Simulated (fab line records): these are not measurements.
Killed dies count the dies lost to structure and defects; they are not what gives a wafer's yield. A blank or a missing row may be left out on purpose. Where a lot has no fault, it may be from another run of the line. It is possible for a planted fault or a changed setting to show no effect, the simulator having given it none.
Chamber matching -- flow nand_harc -- NHARC_A_SGD_CUT_CMP_21 on cmp-03 has 4 sister chambers
The step polishes, target thk 148.19 nm. 22 wafers are shown with their chamber, then 11 later ones without.

WAFERS PAIRED WITH THEIR CHAMBERS
wafer,chamber,motor_current_A (A),time_to_endpoint_s (s)
L075.1,0,13.1,48.0
L075.3,2,12.1,49.6
L075.5,3,12.9,44.6
L076.2,0,12.7,53.7
L076.4,1,12.2,49.0
L076.6,1,11.1,47.1
L077.2,0,11.7,53.0
L077.4,2,12.5,54.9
L077.5,0,12.4,51.2
L080.1,0,12.9,49.7
L080.5,1,12.0,47.5
L080.6,2,11.8,49.3
L082.2,0,12.7,50.1
L082.4,1,11.3,47.7
L082.5,3,14.0,45.2
L083.1,2,12.2,52.5
L083.4,3,13.8,49.2
L083.6,2,11.8,52.2
L088.1,3,14.0,45.5
L088.3,0,12.8,49.7
L088.4,2,12.2,51.3
L091.1,1,11.4,46.2

SIGNATURES (means of the wafers above)
reading,chamber 0,chamber 1,chamber 2,chamber 3,scatter within a chamber
motor_current_A,12.614,11.600,12.100,13.675,0.431
time_to_endpoint_s,50.771,47.500,51.633,46.125,1.87
Rule: for each reading, subtract the chamber's mean from the wafer's reading, divide by that reading's scatter and square the result; add these up over the readings and take the root, which gives the wafer's distance from the chamber. The wafer belongs to the nearest chamber; if the next one is less than 2 further off, it can't be placed. How the scatter is found: for the shown wafers, subtract from each reading the mean of its chamber, square and add these, divide the total by (wafers less chambers), then take the root.

WAFERS MISSING THEIR CHAMBER
wafer,motor_current_A (A),time_to_endpoint_s (s)
L091.4,13.5,41.0
L091.5,12.8,47.2
L092.1,13.6,49.6
L092.3,12.1,50.6
L092.5,12.0,50.5
L093.1,12.7,53.0
L093.3,12.5,54.7
L093.4,14.1,48.9
L096.1,12.6,52.3
L096.2,13.0,50.8
L096.3,12.2,47.3

CHAMBER TAKEN BY EACH
wafer,from the rows above,in truth
L091.4,3,3
L091.5,can't be placed: 0 or 3 or 1 or 2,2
L092.1,can't be placed: 3 or 0 or 2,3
L092.3,can't be placed: 2 or 0 or 1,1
L092.5,can't be placed: 2 or 0 or 1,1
L093.1,can't be placed: 0 or 2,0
L093.3,can't be placed: 2 or 0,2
L093.4,can't be placed: 3 or 0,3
L096.1,can't be placed: 0 or 2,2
L096.2,can't be placed: 0 or 2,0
L096.3,can't be placed: 1 or 0 or 2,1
Correctly placed: 1 of 11. Can't be placed from these rows: 10 (the true chamber is among the candidates in 10). Number placed wrongly: 0.
